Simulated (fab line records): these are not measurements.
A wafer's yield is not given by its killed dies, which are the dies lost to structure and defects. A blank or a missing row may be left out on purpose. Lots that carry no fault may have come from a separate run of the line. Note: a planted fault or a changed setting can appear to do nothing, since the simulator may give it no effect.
fab line records	flow nandHarc	part 1 of 2: steps 1 to 4 of 6
record lots=23	wafers=69	lastDay=26
route steps=1159 shown A_CHANNEL_FILL_D1@494 A_STAIRCASE@581
lots that met no fault: taken from a fault-free run of the same line
startH: hours from the record's opening day to when the first of the lot's shown wafers began	waitH: hours elapsed since this lot's preceding step	" same as the row above	L1.1+2: several wafers, shown together as one row	- no value, or no start given	* or withheld: withheld	< > ~ a bound
route shown NAME@n: names a module that has steps shown in the file, with the first one's number in the route	usual: the fault-free wafers' mean and standard deviation	same: alike in all rows	chamber/n: place in a boat	sites: per-site readings	_std_site: standard deviation across them	_edge_site: outer sites' mean less inner sites'	radiusMm: how far each site lies from the wafer's centre	mask NAME#n: copy n	behind: tool/chamber where the wafer was last shaped	hold: why the lot was held/for how many hours/how that ended	device: the n, p or np transistor that did not switch	end of line: the route-end tests of the same wafers	a step with no rows: only its recipe	killed: count of dies lost to structure and defects at first sort (not the wafer's yield)	map: a wafer's dies, marking killed ones x, the rest . and places with no die _
set.NAME: the run value of the setting; set.NAME@STEP: its run value at that earlier step	model.NAME: the simulator's own value behind a step, which no gauge read
route steps across a sampled set of lots; one table per step, one row per wafer
services: the hour from which a tool's chamber was out of use, counted from the record's first day as startH (under 0 if before that day), plus the number of hours and why
## steps
# step NHARC_A_CHANNEL_FILL_D1_ALD_14
# recipe targetThkA=25	pulseTimeS=10	aldCycles=25	tempC=300	material=SiO2
# usual heaterPowerW=472/58	precursorPulseHeightRel=1.003/0.021
lot.wafer	tool	chamber	startH	waitH	heaterPowerW	precursorPulseHeightRel
L074.1	aldHk-03	3	191.36	0.1	465	1.029
L074.3	"	1	"	"	521	0.996
L074.6	"	2	"	"	345	1.020
L076.1	aldHk-04	2	199.11	2.0	544	1.015
L076.3	"	3	"	"	492	1.005
L076.6	"	0	"	"	403	0.973
L075.3	aldHk-04	0	199.25	2.1	391	1.018
L075.4	"	2	"	"	560	0.927
L075.5	"	0	"	"	387	1.017
L077.3	aldHk-03	2	214.13	0.1	351	1.007
L077.5	"	1	"	"	525	0.995
L077.6	"	2	"	"	353	1.022
L078.1	aldHk-01	2	214.14	0.1	448	1.046
L078.3	"	3	"	"	515	0.993
L078.5	"	1	"	"	425	1.013
L079.4	aldHk-01	0	218.64	0.1	505	1.007
L079.2	"	1	"	"	417	0.987
L079.3	"	2	"	"	441	1.014
L080.4	aldHk-04	1	234.39	1.9	490	1.009
L080.1	"	0	"	"	388	1.017
L080.5	"	1	"	"	494	0.988
L082.3	aldHk-03	1	234.47	2.0	519	1.016
L082.6	"	2	"	"	347	1.023
L082.5	"	3	"	"	471	0.998
L083.1	aldHk-01	0	245.41	0.1	496	0.996
L083.3	"	1	"	"	437	1.008
L083.5	"	3	"	"	530	0.964
L081.4	aldHk-01	1	245.70	0.4	446	0.993
L081.5	"	2	"	"	435	0.983
L081.6	"	3	"	"	539	0.981
L084.3	aldHk-01	3	252.84	0.0	543	1.000
L084.1	"	1	"	"	439	0.999
L084.6	"	3	"	"	536	0.996
L086.4	aldHk-04	1	263.07	0.0	494	0.970
L086.2	"	2	"	"	531	0.994
L086.3	"	3	"	"	494	0.989
L087.1	aldHk-01	0	263.15	0.1	492	0.990
L087.3	"	2	"	"	444	1.004
L087.5	"	0	"	"	498	0.964
L089.1	aldHk-03	0	279.05	0.2	496	1.015
L089.2	"	2	"	"	349	1.047
L089.5	"	0	"	"	488	1.021
L088.1	aldHk-03	0	279.35	0.5	500	0.979
L088.2	"	1	"	"	514	0.978
L088.6	"	3	"	"	460	1.001
L090.3	aldHk-04	3	287.56	2.0	505	0.996
L090.1	"	0	"	"	385	1.024
L090.6	"	0	"	"	402	1.034
L091.3	aldHk-03	2	294.53	0.0	343	1.012
L091.4	"	3	"	"	475	0.983
L091.5	"	2	"	"	349	0.972
L094.4	aldHk-03	0	300.45	0.1	487	0.999
L094.1	"	1	"	"	538	1.034
L094.6	"	0	"	"	492	0.995
L093.4	aldHk-03	3	311.65	1.7	475	1.010
L093.5	"	3	"	"	456	0.985
L093.6	"	0	"	"	491	0.988
L092.3	aldHk-04	3	311.66	1.7	489	0.994
L092.2	"	0	"	"	400	1.033
L092.5	"	0	"	"	388	0.953
L095.4	aldHk-04	1	314.10	0.0	496	0.970
L095.1	"	3	"	"	487	1.005
L095.2	"	0	"	"	398	0.997
L096.3	aldHk-04	1	320.38	0.2	484	1.002
L096.6	"	2	"	"	556	1.007
L096.5	"	3	"	"	496	0.989
L097.2	aldHk-04	1	336.97	2.1	493	1.023
L097.1	"	2	"	"	547	1.015
L097.6	"	3	"	"	496	0.962
# step NHARC_A_CHANNEL_FILL_D1_STRIP_28
# recipe timeS=20	o2FlowSccm=500	arFlowSccm=0	biasW=0	chemistry=O2
# usual drypumpMotorCurrentA=5.8/0.31	oesProductAu=0.999/0.013	rfVppV=57.7/0.87	showerheadPlenumPTorr=3.51/0.13	throttleValvePct=17.038/0.0085
lot.wafer	tool	chamber	startH	waitH	drypumpMotorCurrentA	oesProductAu	rfHoursCounterH	rfVppV	showerheadPlenumPTorr	throttleValvePct
L074.1	rieDiel-03	2	211.71	0.1	5.8	1.000	6	57.3	3.33	17.051
L074.3	"	3	"	"	5.6	1.001	5	57.8	3.57	17.038
L074.6	"	0	"	"	6.3	1.007	-	57.9	3.52	17.048
L076.1	rieDiel-02	3	219.04	0.1	6.1	0.988	2	57.9	3.34	17.037
L076.3	"	0	"	"	5.7	1.015	2	59.7	3.59	17.029
L076.6	"	1	"	"	6.2	1.011	-	57.6	3.46	17.029
L075.4	rieDiel-02	1	219.07	0.1	6.2	0.996	1	58.0	3.46	17.029
L075.3	"	3	"	"	6.1	0.964	2	57.2	3.34	17.043
L075.5	"	2	"	"	5.4	0.980	-	57.2	3.48	17.047
L078.1	rieDiel-02	3	231.36	0.1	6.1	0.975	2	58.3	3.33	17.039
L078.3	"	0	"	"	5.7	1.011	2	56.8	3.59	17.046
L078.5	"	2	"	"	5.4	0.979	-	57.3	3.48	17.040
L077.3	rieDiel-03	1	231.38	0.1	5.8	1.006	1	57.6	3.72	17.041
L077.5	"	3	"	"	5.5	1.000	-	58.6	3.57	17.028
L077.6	"	0	"	"	6.3	1.024	-	57.8	3.52	17.033
L079.2	rieDiel-13	1	235.92	0.1	5.2	1.012	24	57.3	3.59	17.034
L079.3	"	2	"	"	6.0	1.002	24	57.5	3.37	17.035
L079.4	"	3	"	"	6.2	0.991	-	57.2	3.66	17.028
L080.4	rieDiel-03	3	251.37	0.1	5.6	1.001	1	56.7	3.57	17.038
L080.1	"	2	"	"	5.7	0.988	1	57.7	3.33	17.026
L080.5	"	0	"	"	6.3	1.026	-	57.6	3.52	17.034
L082.3	rieDiel-13	1	251.44	0.1	5.3	1.002	26	57.2	3.59	17.040
L082.6	"	0	"	"	5.6	0.976	-	59.3	3.54	17.035
L082.5	"	1	"	"	5.2	0.989	-	58.3	3.59	17.023
L081.4	rieDiel-03	2	263.22	0.1	5.8	0.990	2	58.3	3.33	17.031
L081.5	"	2	"	"	5.8	0.995	-	57.4	3.33	17.031
L081.6	"	3	"	"	5.5	0.997	-	58.5	3.57	17.030
L083.3	rieDiel-02	3	263.24	0.1	6.0	0.984	3	58.6	3.33	17.043
L083.1	"	2	"	"	5.4	0.973	3	56.4	3.48	17.031
L083.5	"	2	"	"	5.4	0.979	-	56.8	3.48	17.029
L084.1	rieDiel-03	3	270.05	0.1	5.6	0.992	2	58.3	3.57	17.035
L084.3	"	0	"	"	6.3	1.016	2	58.1	3.52	17.039
L084.6	"	1	"	"	5.7	1.010	-	57.9	3.72	17.035
L086.4	rieDiel-02	2	281.07	0.1	5.4	0.980	3	56.9	3.48	17.042
L086.3	"	3	"	"	6.1	0.994	3	56.9	3.33	17.051
L086.2	"	0	"	"	5.7	1.005	3	57.4	3.59	17.030
L087.1	rieDiel-03	2	281.08	0.1	5.7	0.991	2	56.5	3.33	17.039
L087.3	"	3	"	"	5.6	0.998	2	58.1	3.57	17.046
L087.5	"	1	"	"	5.8	0.991	-	59.1	3.72	17.033
L088.2	rieDiel-03	0	296.29	0.1	6.3	1.006	3	56.7	3.52	17.040
L088.1	"	3	"	"	5.6	1.002	3	58.6	3.57	17.031
L088.6	"	1	"	"	5.7	1.005	-	58.0	3.72	17.032
L089.1	rieDiel-13	2	296.30	0.1	6.0	1.018	3	57.2	3.36	17.032
L089.2	"	3	"	"	6.2	0.993	3	59.2	3.66	17.044
L089.5	"	2	"	"	6.0	1.013	-	57.7	3.36	17.035
L090.3	rieDiel-03	3	304.71	0.1	5.6	0.997	3	56.0	3.57	17.041
L090.1	"	2	"	"	5.8	1.001	3	57.6	3.33	17.039
L090.6	"	0	"	"	6.3	1.002	-	59.1	3.52	17.031
L091.3	rieDiel-02	3	311.53	0.1	6.1	0.984	4	58.0	3.33	17.034
L091.4	"	2	"	"	5.4	0.976	4	57.7	3.48	17.044
L091.5	"	0	"	"	5.7	1.018	-	57.7	3.59	17.040
L094.1	rieDiel-13	0	317.91	0.1	5.6	0.987	7	57.4	3.53	17.037
L094.4	"	1	"	"	5.3	0.992	7	58.1	3.59	17.046
L094.6	"	3	"	"	6.2	0.990	-	57.5	3.66	17.044
L092.2	rieDiel-03	0	328.92	0.1	6.3	1.028	4	57.4	3.52	17.045
L092.3	"	1	"	"	5.7	1.025	4	58.8	3.72	17.043
L092.5	"	2	"	"	5.8	0.996	-	57.4	3.33	17.038
L095.4	rieDiel-03	1	328.95	0.1	5.8	1.002	4	58.0	3.72	17.057
L095.2	"	3	"	"	5.6	0.996	4	56.9	3.57	17.033
L095.1	"	0	"	"	6.3	1.014	4	58.3	3.52	17.037
L093.4	rieDiel-13	2	328.96	0.2	6.1	1.006	9	57.7	3.36	17.036
L093.5	"	2	"	"	6.1	1.012	-	57.5	3.36	17.040
L093.6	"	3	"	"	6.2	1.006	-	58.0	3.66	17.040
L096.3	rieDiel-03	3	337.47	0.1	5.6	0.996	5	57.3	3.57	17.044
L096.5	"	1	"	"	5.7	1.017	-	57.1	3.72	17.041
L096.6	"	2	"	"	5.7	0.986	-	58.2	3.33	17.033
L097.1	rieDiel-02	2	357.99	0.1	5.4	0.983	1	55.9	3.48	17.041
L097.2	"	0	"	"	5.7	0.987	1	57.7	3.59	17.053
L097.6	"	2	"	"	5.4	0.984	-	57.2	3.48	17.045
# step NHARC_A_STAIRCASE_TRIM_187
# recipe timeS=211.2	o2FlowSccm=500	arFlowSccm=0	biasW=0	chemistry=O2
# usual drypumpMotorCurrentA=5.8/0.5	oesProductAu=1.002/0.011	rfVppV=57.9/0.87	showerheadPlenumPTorr=3.57/0.13	throttleValvePct=17.036/0.009
lot.wafer	tool	chamber	startH	waitH	drypumpMotorCurrentA	oesProductAu	rfHoursCounterH	rfVppV	showerheadPlenumPTorr	throttleValvePct
L074.1	rieDiel-07	0	242.57	0.1	6.7	1.001	1	57.4	3.42	17.043
L074.3	"	1	"	"	4.8	1.025	1	58.0	3.44	17.037
L074.6	"	3	"	"	5.6	1.019	-	58.3	3.78	17.028
L076.1	rieDiel-11	3	250.49	0.1	6.6	1.004	20	57.8	3.62	17.032
L076.3	"	0	"	"	5.8	1.001	20	59.7	3.58	17.043
L076.6	"	2	"	"	5.5	1.000	-	57.1	3.30	17.039
L075.3	rieDiel-07	2	251.42	0.1	6.0	1.012	5	57.6	3.69	17.030
L075.4	"	0	"	"	6.7	0.985	5	57.6	3.42	17.044
L075.5	"	2	"	"	6.0	1.017	-	58.6	3.69	17.021
L077.3	rieDiel-07	2	262.21	0.1	6.0	1.015	7	59.1	3.69	17.037
L077.5	"	2	"	"	5.9	1.015	-	59.1	3.69	17.024
L077.6	"	3	"	"	5.6	1.007	-	59.2	3.77	17.062
L078.3	rieDiel-07	0	263.36	0.1	6.7	0.990	8	57.4	3.42	17.023
L078.1	"	1	"	"	4.8	1.010	8	57.8	3.44	17.027
L078.5	"	0	"	"	6.7	0.994	-	58.2	3.42	17.041
L079.2	rieDiel-12	2	267.80	0.1	6.2	0.993	20	57.2	3.71	17.019
L079.3	"	3	"	"	6.0	1.006	21	57.8	3.62	17.054
L079.4	"	0	"	"	5.7	1.018	24	57.6	3.50	17.051
L082.3	rieDiel-07	2	282.07	0.1	6.0	1.004	14	56.6	3.69	17.036
L082.5	"	0	"	"	6.7	0.997	-	59.5	3.41	17.040
L082.6	"	1	"	"	4.7	1.006	-	57.0	3.44	17.040
L080.4	rieDiel-07	0	282.23	0.1	6.7	0.978	14	57.7	3.41	17.034
L080.1	"	2	"	"	6.0	1.006	14	58.7	3.69	17.024
L080.5	"	0	"	"	6.7	0.987	-	58.4	3.41	17.038
L083.1	rieDiel-12	3	294.07	0.1	6.0	0.998	28	58.1	3.62	17.028
L083.3	"	1	"	"	5.9	1.002	31	59.1	3.63	17.028
L083.5	"	3	"	"	6.0	1.002	-	58.4	3.62	17.046
L081.4	rieDiel-11	1	294.30	0.1	5.5	1.001	35	58.5	3.68	17.051
L081.5	"	3	"	"	6.6	1.003	-	59.2	3.61	17.029
L081.6	"	0	"	"	5.8	1.013	-	58.2	3.57	17.028
L084.3	rieDiel-12	3	304.55	0.1	6.0	1.006	31	57.5	3.62	17.039
L084.1	"	1	"	"	5.9	0.979	34	57.8	3.63	17.042
L084.6	"	0	"	"	5.7	1.005	-	58.5	3.50	17.041
L086.4	rieDiel-11	1	316.96	0.1	5.5	0.991	44	58.3	3.68	17.045
L086.2	"	2	"	"	5.5	1.013	44	57.2	3.29	17.016
L086.3	"	0	"	"	5.8	1.013	45	59.3	3.56	17.031
L087.1	rieDiel-11	3	317.18	0.1	6.6	1.004	41	57.3	3.61	17.033
L087.3	"	0	"	"	5.8	1.010	45	58.1	3.56	17.025
L087.5	"	3	"	"	6.6	0.995	-	57.2	3.61	17.051
L089.1	rieDiel-12	1	327.89	0.1	5.9	1.008	43	58.3	3.62	17.035
L089.2	"	2	"	"	6.2	0.999	39	57.5	3.70	17.049
L089.5	"	0	"	"	5.7	1.013	-	57.3	3.49	17.032
L088.2	rieDiel-07	3	328.18	0.1	5.6	0.999	31	57.8	3.76	17.040
L088.1	"	1	"	"	4.7	1.003	36	57.1	3.42	17.039
L088.6	"	3	"	"	5.6	1.000	-	58.4	3.76	17.046
L090.1	rieDiel-11	0	335.38	0.1	5.8	1.014	54	56.8	3.56	17.032
L090.3	"	1	"	"	5.5	0.972	54	56.6	3.67	17.040
L090.6	"	0	"	"	5.8	0.999	-	58.6	3.56	17.029
L091.4	rieDiel-11	0	341.54	0.1	5.8	1.010	56	58.4	3.56	17.037
L091.3	"	3	"	"	6.6	1.005	52	57.6	3.60	17.027
L091.5	"	0	"	"	5.8	1.002	-	57.3	3.56	17.030
L094.4	rieDiel-12	1	349.32	0.1	5.9	1.000	49	57.6	3.62	17.028
L094.1	"	0	"	"	5.7	1.011	51	56.9	3.49	17.025
L094.6	"	2	"	"	6.2	0.981	-	57.3	3.69	17.035
L092.3	rieDiel-11	3	359.37	0.1	6.6	0.997	54	57.6	3.60	17.035
L092.2	"	0	"	"	5.8	1.004	60	57.9	3.56	17.021
L092.5	"	2	"	"	5.5	1.017	-	56.0	3.28	17.027
L095.4	rieDiel-07	2	359.53	0.1	6.0	1.016	40	60.1	3.67	17.043
L095.2	"	3	"	"	5.6	1.008	40	59.2	3.75	17.026
L095.1	"	0	"	"	6.7	1.013	45	58.4	3.40	17.027
L093.4	rieDiel-12	0	363.87	0.1	5.7	1.013	56	58.1	3.49	17.043
L093.6	"	1	"	"	5.9	1.009	-	57.2	3.62	17.041
L093.5	"	2	"	"	6.2	0.988	-	57.6	3.69	17.042
L096.3	rieDiel-12	3	373.45	0.1	6.0	0.999	56	58.1	3.60	17.023
L096.5	"	0	"	"	5.7	1.005	-	58.1	3.48	17.037
L096.6	"	1	"	"	5.9	1.007	-	58.3	3.61	17.037
L097.2	rieDiel-11	0	394.23	0.1	5.8	1.011	11	56.2	3.55	17.038
L097.1	"	1	"	"	5.5	0.983	11	59.1	3.66	17.034
L097.6	"	0	"	"	5.8	1.010	-	58.6	3.55	17.031
# step NHARC_A_STAIRCASE_ETCH_188
# recipe targetDepthA=1000	timeS=40.5	ionEnergyEv=400	c4f8FlowSccm=20	o2FlowSccm=10	arFlowSccm=withheld	rfW=600	biasW=1000	chemistry=C4F8/O2
# usual oesProductAu=0.942/0.014	rfVppV=897/5.1
lot.wafer	tool	chamber	startH	waitH	oesProductAu	rfHoursCounterH	rfVppV
L074.3	rieDiel-07	0	-	-	0.931	1	891
L074.1	"	2	"	"	0.958	1	902
L074.6	"	0	"	"	0.938	-	891
L076.3	rieDiel-11	0	-	-	0.940	20	899
L076.1	"	2	"	"	0.934	21	887
L076.6	"	0	"	"	0.927	-	899
L075.3	rieDiel-07	1	-	-	0.925	5	891
L075.4	"	3	"	"	0.930	5	904
L075.5	"	1	"	"	0.934	-	892
L077.3	rieDiel-07	0	-	-	0.926	7	891
L077.6	"	3	"	"	0.926	-	906
L077.5	"	0	"	"	0.923	-	892
L078.1	rieDiel-07	1	-	-	0.927	8	892
L078.3	"	2	"	"	0.930	8	902
L078.5	"	3	"	"	0.930	-	905
L079.3	rieDiel-12	2	-	-	0.933	20	904
L079.2	"	3	"	"	0.947	22	901
L079.4	"	0	"	"	0.966	24	896
L082.3	rieDiel-07	3	-	-	0.941	13	904
L082.5	"	1	"	"	0.943	-	893
L082.6	"	2	"	"	0.942	-	902
L080.4	rieDiel-07	0	-	-	0.929	14	892
L080.1	"	1	"	"	0.935	14	892
L080.5	"	0	"	"	0.920	-	893
L083.1	rieDiel-12	1	-	-	0.969	31	901
L083.3	"	3	"	"	0.955	28	899
L083.5	"	1	"	"	0.960	-	900
L081.4	rieDiel-11	0	-	-	0.951	36	897
L081.6	"	1	"	"	0.955	-	902
L081.5	"	2	"	"	0.958	-	888
L084.1	rieDiel-12	2	-	-	0.947	30	903
L084.3	"	3	"	"	0.965	31	898
L084.6	"	0	"	"	0.953	-	897
L086.4	rieDiel-11	0	-	-	0.955	45	897
L086.3	"	1	"	"	0.926	44	902
L086.2	"	2	"	"	0.956	44	887
L087.3	rieDiel-11	3	-	-	0.952	41	898
L087.1	"	0	"	"	0.944	45	898
L087.5	"	1	"	"	0.930	-	901
L089.1	rieDiel-12	1	-	-	0.941	43	898
L089.2	"	2	"	"	0.930	39	902
L089.5	"	0	"	"	0.937	-	894
L088.1	rieDiel-07	3	-	-	0.947	31	903
L088.2	"	0	"	"	0.943	36	892
L088.6	"	2	"	"	0.955	-	902
L090.1	rieDiel-11	1	-	-	0.929	54	902
L090.3	"	2	"	"	0.939	55	886
L090.6	"	1	"	"	0.916	-	901
L091.3	rieDiel-11	1	-	-	0.924	56	900
L091.4	"	3	"	"	0.963	52	898
L091.5	"	0	"	"	0.956	-	896
L094.4	rieDiel-12	0	-	-	0.970	51	895
L094.1	"	1	"	"	0.945	49	899
L094.6	"	2	"	"	0.932	-	902
L092.2	rieDiel-11	2	-	-	0.943	62	887
L092.3	"	0	"	"	0.927	60	896
L092.5	"	2	"	"	0.930	-	886
L095.1	rieDiel-07	0	-	-	0.950	45	892
L095.4	"	1	"	"	0.943	45	892
L095.2	"	2	"	"	0.952	40	901
L093.4	rieDiel-12	0	-	-	0.946	56	894
L093.5	"	3	"	"	0.939	-	900
L093.6	"	0	"	"	0.960	-	894
L096.3	rieDiel-12	3	-	-	0.931	56	898
L096.6	"	1	"	"	0.946	-	898
L096.5	"	2	"	"	0.929	-	901
L097.1	rieDiel-11	1	-	-	0.946	11	901
L097.2	"	0	"	"	0.950	11	898
L097.6	"	1	"	"	0.948	-	901
